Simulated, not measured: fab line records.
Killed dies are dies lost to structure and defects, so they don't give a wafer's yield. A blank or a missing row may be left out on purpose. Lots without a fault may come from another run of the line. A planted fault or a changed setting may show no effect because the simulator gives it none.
Chamber matching :: flow n5 finfet :: N5_BEOL_M1_VIA_ETCH_34 on rie diel-05: 4 sister chambers
The step etches the open film in C4F6/O2, target depth 67.8 nm, time 64.4 s. 14 wafers are shown with their chamber, then 7 later ones without.

## WAFERS, EACH WITH ITS CHAMBER
wafer: L074.1
chamber: 3
drypump motor current A (A): 5.5
showerhead plenum p Torr (Torr): 2.74
throttle valve pct (%): 30.98

wafer: L074.2
chamber: 1
drypump motor current A (A): 5.0
showerhead plenum p Torr (Torr): 2.93
throttle valve pct (%): 30.53

wafer: L074.3
chamber: 0
drypump motor current A (A): 6.4
showerhead plenum p Torr (Torr): 2.82
throttle valve pct (%): 31.09

wafer: L077.1
chamber: 1
drypump motor current A (A): 5.0
showerhead plenum p Torr (Torr): 2.93
throttle valve pct (%): 30.54

wafer: L077.5
chamber: 3
drypump motor current A (A): 5.5
showerhead plenum p Torr (Torr): 2.74
throttle valve pct (%): 30.95

wafer: L077.6
chamber: 0
drypump motor current A (A): 6.5
showerhead plenum p Torr (Torr): 2.81
throttle valve pct (%): 31.11

wafer: L088.1
chamber: 3
drypump motor current A (A): 5.5
showerhead plenum p Torr (Torr): 2.73
throttle valve pct (%): 30.99

wafer: L088.3
chamber: 2
drypump motor current A (A): 6.4
showerhead plenum p Torr (Torr): 2.69
throttle valve pct (%): 30.96

wafer: L088.4
chamber: 1
drypump motor current A (A): 5.0
showerhead plenum p Torr (Torr): 2.92
throttle valve pct (%): 30.55

wafer: L091.1
chamber: 3
drypump motor current A (A): 5.5
showerhead plenum p Torr (Torr): 2.73
throttle valve pct (%): 30.99

wafer: L091.5
chamber: 3
drypump motor current A (A): 5.5
showerhead plenum p Torr (Torr): 2.73
throttle valve pct (%): 30.99

wafer: L091.6
chamber: 0
drypump motor current A (A): 6.4
showerhead plenum p Torr (Torr): 2.80
throttle valve pct (%): 31.13

wafer: L092.1
chamber: 0
drypump motor current A (A): 6.4
showerhead plenum p Torr (Torr): 2.80
throttle valve pct (%): 31.13

wafer: L092.2
chamber: 2
drypump motor current A (A): 6.4
showerhead plenum p Torr (Torr): 2.69
throttle valve pct (%): 30.97

SIGNATURES, as means of the wafers listed above
reading: drypump motor current A
chamber 0: 6.425
chamber 1: 5.000
chamber 2: 6.400
chamber 3: 5.500
scatter within a chamber: 0.0274

reading: showerhead plenum p Torr
chamber 0: 2.8075
chamber 1: 2.9267
chamber 2: 2.6900
chamber 3: 2.7340
scatter within a chamber: 0.00679

reading: throttle valve pct
chamber 0: 31.1150
chamber 1: 30.5400
chamber 2: 30.9650
chamber 3: 30.9800
scatter within a chamber: 0.016
Rule: a wafer's distance from a chamber is the root of the sum, over the readings, of the square of ((its reading less the chamber's mean) divided by the reading's scatter). If the next closest chamber is less than 2 further off than the closest, the wafer can't be placed; otherwise it belongs to the closest. The scatter: the root of (the sum of the squares of (reading less its chamber's mean) over the shown wafers, divided by (wafers less chambers)).

## WAFERS WHOSE CHAMBER IS MISSING
wafer: L092.3
drypump motor current A (A): 5.5
showerhead plenum p Torr (Torr): 2.73
throttle valve pct (%): 31.01

wafer: L093.1
drypump motor current A (A): 5.1
showerhead plenum p Torr (Torr): 2.92
throttle valve pct (%): 30.56

wafer: L093.2
drypump motor current A (A): 6.4
showerhead plenum p Torr (Torr): 2.69
throttle valve pct (%): 30.98

wafer: L093.4
drypump motor current A (A): 6.3
showerhead plenum p Torr (Torr): 2.69
throttle valve pct (%): 30.99

wafer: L094.2
drypump motor current A (A): 6.4
showerhead plenum p Torr (Torr): 2.69
throttle valve pct (%): 30.97

wafer: L094.4
drypump motor current A (A): 5.5
showerhead plenum p Torr (Torr): 2.73
throttle valve pct (%): 31.01

wafer: L094.6
drypump motor current A (A): 6.4
showerhead plenum p Torr (Torr): 2.69
throttle valve pct (%): 30.98

## EACH ONE'S CHAMBER
wafer: L092.3
from the rows above: 3
in truth: 3

wafer: L093.1
from the rows above: 1
in truth: 1

wafer: L093.2
from the rows above: 2
in truth: 2

wafer: L093.4
from the rows above: 2
in truth: 2

wafer: L094.2
from the rows above: 2
in truth: 2

wafer: L094.4
from the rows above: 3
in truth: 3

wafer: L094.6
from the rows above: 2
in truth: 2
Correct placement for 7 of the 7. Not placeable from these rows: 0. Number placed wrongly: 0.
